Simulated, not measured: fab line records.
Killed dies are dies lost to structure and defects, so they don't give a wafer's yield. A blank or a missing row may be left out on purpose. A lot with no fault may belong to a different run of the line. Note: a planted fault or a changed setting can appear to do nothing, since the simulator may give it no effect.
Comparing a struck lot with a sound one || flow nand harc || 16 steps out of a route of 1302
Sound: wafers L272.1, L272.3, L272.6. Struck: wafer L286.1. (L286.4, L286.6 of the same lot were not struck and are left out.) The cause comes at the end.
Order at every step that has rows: each side's tool, ch and its chambers, its first start. Under that, the readings that differ: sound wafers || struck wafers || difference of the means || sigmas: that difference in standard deviations of wafers without a fault.
alike: a reading whose means differ by less than 2 such deviations, as well as words and numbers matching on both sides. not compared: withheld readings; readings where some wafer has no value; bounds like >300 that might hide an equal value; numbers whose values overlap and for which the record gives no deviation.
A row with sigmas, a row that says differs or no value, or rows on one side alone: a step with any of these is where the two part. Numbers that have no deviation but don't overlap get no sigmas and don't part them. Lack of a reading on every wafer of one side parts them only where that side has two or more wafers.

NHARC_A_ONON_D2_THK_MEAS_08: measures by ellipsometry.
  sound on film metro-01 at day 13 20:03; struck on film metro-02 at day 19 18:07
  alike: thk nm
then, 1 step without rows for these wafers: NHARC_A_ONON_D2_DEP_09 (target thk 1000 nm).
NHARC_A_ONON_D2_THK_MEAS_11: measures by ellipsometry.
  sound on film metro-02 at day 13 20:37; struck on film metro-02 at day 19 18:40
  alike: thk nm
then, 1 step without rows for these wafers: NHARC_A_ONON_D2_DEP_12 (target thk 1000 nm).
NHARC_A_ONON_D2_THK_MEAS_14: measures by ellipsometry.
  sound on film metro-02 at day 13 21:11; struck on film metro-02 at day 19 19:14
  alike: thk nm
then, 2 steps without rows for these wafers: NHARC_A_ONON_D2_ANNEAL_15 (time 3600 s); NHARC_A_ONON_D2_DEP_16 (target thk 1000 nm).
NHARC_A_ONON_D2_THK_MEAS_18: measures by ellipsometry.
  sound on film metro-02 at day 14 05:14; struck on film metro-01 at day 20 03:15
  alike: thk nm
then, 1 step without rows for these wafers: NHARC_A_ONON_D2_DEP_19 (target thk 1000 nm).
NHARC_A_ONON_D2_THK_MEAS_21: measures by ellipsometry.
  sound on film metro-02 at day 14 05:47; struck on film metro-01 at day 20 03:49
  alike: thk nm
then, 1 step without rows for these wafers: NHARC_A_ONON_D2_DEP_22 (target thk 1000 nm).
NHARC_A_ONON_D2_THK_MEAS_24: measures by ellipsometry.
  sound on film metro-02 at day 14 06:22; struck on film metro-02 at day 20 04:23
  alike: thk nm
NHARC_A_ONON_D2_DEP_25: target thk 1000 nm.
  sound on pecvd onon-01 ch 0, day 14 06:25; struck on pecvd onon-03 ch 0, day 20 04:27
{"reading": "sih4 flow sccm (sccm)", "sound": "208.2 209.3 210.2", "struck": 211.2, "difference": "+2.0", "sigmas": "+3"}
NHARC_A_ONON_D2_THK_MEAS_27: measures by ellipsometry.
  sound on film metro-02 at day 14 06:56; struck on film metro-01 at day 20 04:59
{"reading": "thk nm (nm)", "sound": "1008 1010 1009", "struck": 1550, "difference": "+541", "sigmas": "+56"}
then, 1 step without rows for these wafers: NHARC_A_ONON_D2_DEP_28 (target thk 1000 nm).
-- break in the record here, with 12 days between the starts of the struck wafers on either side (left off in module A_ONON_D2, picked up again in module END, where the first step shown is number 1302 on the route) --
NHARC_END_SORT_01:
  the record has rows for the struck wafers here (prober-01 ch 0, day 31 18:17) and none for the sound ones

## WHERE THEY PART
Last at NHARC_END_SORT_01 as far as this record goes, first at NHARC_A_ONON_D2_DEP_25.

WHY: whatever the simulator had introduced
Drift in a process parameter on pecvd onon-03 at NHARC_A_ONON_D2_DEP_25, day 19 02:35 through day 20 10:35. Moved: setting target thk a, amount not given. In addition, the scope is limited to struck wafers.
